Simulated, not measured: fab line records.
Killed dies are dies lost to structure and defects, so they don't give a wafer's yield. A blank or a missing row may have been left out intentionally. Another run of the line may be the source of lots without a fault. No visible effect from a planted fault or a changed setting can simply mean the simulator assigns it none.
Matching of chambers -- flow n5 finfet -- N5_SPACER0_ALD_00 on ald sin-03 has 4 sister chambers
The step deposits SiOCN, target thk 3.5 nm, pulse time 3 s, purge time 2 s. 8 wafers are shown with their chamber, then 12 later ones without.

## WAFERS, EACH WITH ITS CHAMBER
wafer,chamber,heater power w (W),precursor pulse height rel
L080.6,0,772,1.025
L082.1,0,779,1.010
L083.4,2,858,1.015
L086.3,3,754,1.023
L086.6,1,831,1.032
L087.2,1,808,0.995
L087.3,3,741,0.987
L087.4,2,865,0.978

## WAFERS WITH NO CHAMBER GIVEN
wafer,heater power w (W),precursor pulse height rel
L088.3,754,0.987
L088.4,880,0.995
L088.5,740,1.007
L089.1,776,0.962
L089.2,874,1.028
L089.3,752,1.007
L089.4,805,0.987
L089.5,790,0.981
L089.6,767,1.021
L090.1,781,1.011
L090.2,817,1.010
L090.3,763,1.012

## THE CHAMBER EACH PASSED THROUGH
wafer,from the rows above,in truth
L088.3,can't be placed: 3 or 0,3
L088.4,2,2
L088.5,3,3
L089.1,can't be placed: 0 or 3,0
L089.2,2,2
L089.3,can't be placed: 3 or 0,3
L089.4,can't be placed: 1 or 0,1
L089.5,can't be placed: 0 or 1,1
L089.6,can't be placed: 0 or 3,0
L090.1,0,0
L090.2,1,1
L090.3,can't be placed: 0 or 3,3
Correct placement for 5 of the 12. From these rows, 7 cannot be placed; in 7 the true chamber is one of the candidates. Wrongly placed: 0.
How it was worked out, from the rows above alone: a wafer's distance from a chamber is the root of the sum, over the readings, of the square of ((its reading less the chamber's mean) divided by the reading's scatter). The wafer belongs to the nearest chamber; if the next one is less than 2 further off, it can't be placed. The mean given for a chamber averages the wafers shown for that chamber. The scatter is the square root of a quotient: the sum, over the shown wafers, of each reading's squared deviation from its chamber's mean, divided by wafers minus chambers.
